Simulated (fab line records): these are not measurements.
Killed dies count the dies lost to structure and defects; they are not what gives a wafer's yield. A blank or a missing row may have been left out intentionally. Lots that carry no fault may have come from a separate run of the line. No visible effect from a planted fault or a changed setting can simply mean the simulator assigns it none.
Which tool did it? ; flow nandHarc ; 24 lots with 72 wafers sampled at 3 steps, on a route of 1302 steps

== WHAT THE GAUGES READ, wafer by wafer ==
NHARC_P_M2_INSPECT_11.
lot;measured;on;rawDefectCount
L074;day 6 12:47;defectInspect-02;3 10 6
L075;day 6 18:36;defectInspect-01;1 4 10
L076;day 7 03:16;defectInspect-01;3 2 7
L078;day 8 03:23;defectInspect-01;8 5 3
L077;day 8 04:07;defectInspect-02;6 3 2
L079;day 8 19:19;defectInspect-01;5 2 6
L080;day 8 19:31;defectInspect-01;4 4 7
L081;day 9 17:10;defectInspect-02;4 3 0
L082;day 9 22:14;defectInspect-02;5 4 2
L083;day 10 12:41;defectInspect-01;8 6 15
L084;day 10 13:48;defectInspect-02;3 4 3
L086;day 11 04:35;defectInspect-01;2 2 8
L085;day 11 05:29;defectInspect-02;7 4 2
L087;day 11 14:42;defectInspect-02;7 5 3
L088;day 12 15:26;defectInspect-02;6 2 1
L089;day 12 20:15;defectInspect-02;4 4 3
L090;day 12 22:54;defectInspect-01;6 7 5
L091;day 13 18:46;defectInspect-02;7 3 9
L092;day 13 22:33;defectInspect-01;5 10 5
L093;day 14 04:59;defectInspect-02;5 2 4
L094;day 15 02:03;defectInspect-02;2 6 4
L095;day 15 02:21;defectInspect-01;6 9 7
L096;day 15 14:48;defectInspect-01;8 3 8
L097;day 15 20:20;defectInspect-02;6 3 5

NHARC_P_M2_INSPECT_27.
lot;measured;on;rawDefectCount
L074;day 6 15:25;defectInspect-02;498 325 246
L075;day 6 21:17;defectInspect-02;387 292 311
L076;day 7 05:53;defectInspect-01;288 193 211
L078;day 8 06:31;defectInspect-02;479 390 375
L077;day 8 06:49;defectInspect-01;258 192 153
L079;day 8 21:56;defectInspect-01;297 336 371
L080;day 8 22:10;defectInspect-02;177 361 358
L081;day 9 19:56;defectInspect-01;158 404 288
L082;day 10 00:52;defectInspect-01;188 596 362
L083;day 10 15:22;defectInspect-01;260 231 435
L084;day 10 16:27;defectInspect-02;267 245 277
L086;day 11 07:29;defectInspect-02;346 330 392
L085;day 11 08:07;defectInspect-02;237 405 328
L087;day 11 17:20;defectInspect-02;570 576 249
L088;day 12 18:05;defectInspect-02;325 344 234
L089;day 12 23:03;defectInspect-02;374 426 353
L090;day 13 01:32;defectInspect-02;437 593 610
L091;day 13 21:24;defectInspect-01;407 163 191
L092;day 14 01:11;defectInspect-01;144 267 300
L093;day 14 07:46;defectInspect-01;176 345 147
L094;day 15 04:47;defectInspect-02;141 263 322
L095;day 15 05:05;defectInspect-02;379 357 287
L096;day 15 17:27;defectInspect-01;380 230 320
L097;day 15 22:59;defectInspect-01;536 390 463

== WHICH TOOL RAN EACH LOT (tool, then ch and the chambers of the sampled wafers, then the start) ==
lot;NHARC_P_M2_ETCH_35
L074;rieDiel-11 ch 1,2,3, day 6 12:55
L075;rieDiel-11 ch 1,2,3, day 6 18:45
L076;rieDiel-10 ch 1,2,3, day 7 03:26
L078;rieDiel-10 ch 1,2, day 8 03:32
L077;rieDiel-08 ch 0,1,2, day 8 04:16
L079;rieDiel-08 ch 0,2,3, day 8 19:28
L080;rieDiel-10 ch 0,1,2, day 8 19:39
L081;rieDiel-10 ch 0,1,2, day 9 17:22
L082;rieDiel-08 ch 0,2,3, day 9 22:23
L083;rieDiel-10 ch 0,2, day 10 12:50
L084;rieDiel-11 ch 1,2,3, day 10 13:56
L086;rieDiel-08 ch 0,1,3, day 11 04:44
L085;rieDiel-08 ch 0,2, day 11 05:38
L087;rieDiel-10 ch 0,1,2, day 11 14:52
L088;rieDiel-10 ch 0,1,2, day 12 15:35
L089;rieDiel-11 ch 0,1,2, day 12 20:25
L090;rieDiel-10 ch 1,2,3, day 12 23:02
L091;rieDiel-11 ch 1,3, day 13 18:55
L092;rieDiel-10 ch 0,1,3, day 13 22:41
L093;rieDiel-08 ch 0,3, day 14 05:08
L094;rieDiel-10 ch 0,2, day 15 02:13
L095;rieDiel-08 ch 0,1,3, day 15 02:30
L096;rieDiel-10 ch 0,1,2, day 15 14:57
L097;rieDiel-08 ch 0,3, day 15 20:29
- NHARC_P_M2_ETCH_35: etches the open film in N2/H2, target depth 40 nm, overetch 12 nm, time 43.94 s.

== WHAT THE TOOLS THEMSELVES READ (means of the sampled wafers that have a number; where no wafer has one, the mark that the record gives instead) ==
NHARC_P_M2_ETCH_35.
lot;tool;drypumpMotorCurrentA (A);n2FlowSccm (sccm);oesProductAu (a.u.);rfVppV (V);showerheadPlenumPTorr (Torr);throttleValvePct (%)
L074;rieDiel-11;5.30;150.2;0.997;430.5;2.07;14.168
L075;rieDiel-11;5.30;150.2;0.998;431.9;2.07;14.168
L076;rieDiel-10;5.60;150.2;1.004;429.5;2.01;14.168
L078;rieDiel-10;5.45;150.7;0.998;427.6;1.94;14.169
L077;rieDiel-08;5.82;150.3;0.997;431.9;2.06;14.174
L079;rieDiel-08;5.72;150.2;0.993;430.4;2.03;14.172
L080;rieDiel-10;5.58;150.3;0.994;429.5;1.99;14.173
L081;rieDiel-10;5.59;150.0;0.996;430.1;2.00;14.177
L082;rieDiel-08;5.73;149.9;0.987;430.5;2.03;14.164
L083;rieDiel-10;5.64;149.5;0.999;430.0;2.03;14.172
L084;rieDiel-11;5.29;150.2;0.999;430.3;2.07;14.161
L086;rieDiel-08;5.79;150.1;1.003;429.9;2.01;14.170
L085;rieDiel-08;5.73;149.8;1.005;431.9;2.10;14.169
L087;rieDiel-10;5.61;150.4;0.991;428.3;1.99;14.163
L088;rieDiel-10;5.59;150.2;1.003;429.6;1.99;14.172
L089;rieDiel-11;5.39;150.3;1.001;432.7;2.10;14.167
L090;rieDiel-10;5.61;150.2;0.991;429.4;2.01;14.166
L091;rieDiel-11;5.30;149.9;1.011;430.4;2.05;14.173
L092;rieDiel-10;5.74;149.6;1.005;429.9;2.03;14.165
L093;rieDiel-08;5.68;150.1;0.993;429.4;1.98;14.166
L094;rieDiel-10;5.76;150.1;1.004;431.1;2.05;14.170
L095;rieDiel-08;5.78;149.8;0.998;429.3;2.00;14.175
L096;rieDiel-10;5.61;149.7;1.013;429.6;1.99;14.181
L097;rieDiel-08;5.69;149.9;0.982;427.9;1.98;14.173

== THE ANSWER, worked out from the rows above alone ==
Rule: the usual values come from the lots themselves. Put in order of their means at a reading, lots are off if they are a third of the lots or fewer, leave a main group of 4 or more, and stand apart from it by a gap of 3 or more times the standard deviation of the main group's means; of several such gaps the widest counts. The tables above print the reading to a certain number of digits; a main group whose means all agree to those digits is not used. Also off: a lot with no number at a reading for which 4 or more lots have one. Where the step has rows for the other lots, those lots are counted as sound. The gauges are gone through in route order, then the tools' own readings, and for those a lot's mean is taken as printed above. The first step at which some lot is off is used, and at that step the reading that is off furthest; a lot without a number counts as furthest.
No lot is off on any of the readings shown, so nothing can be concluded from this.

== WHAT THE SIMULATOR PUT IN ==
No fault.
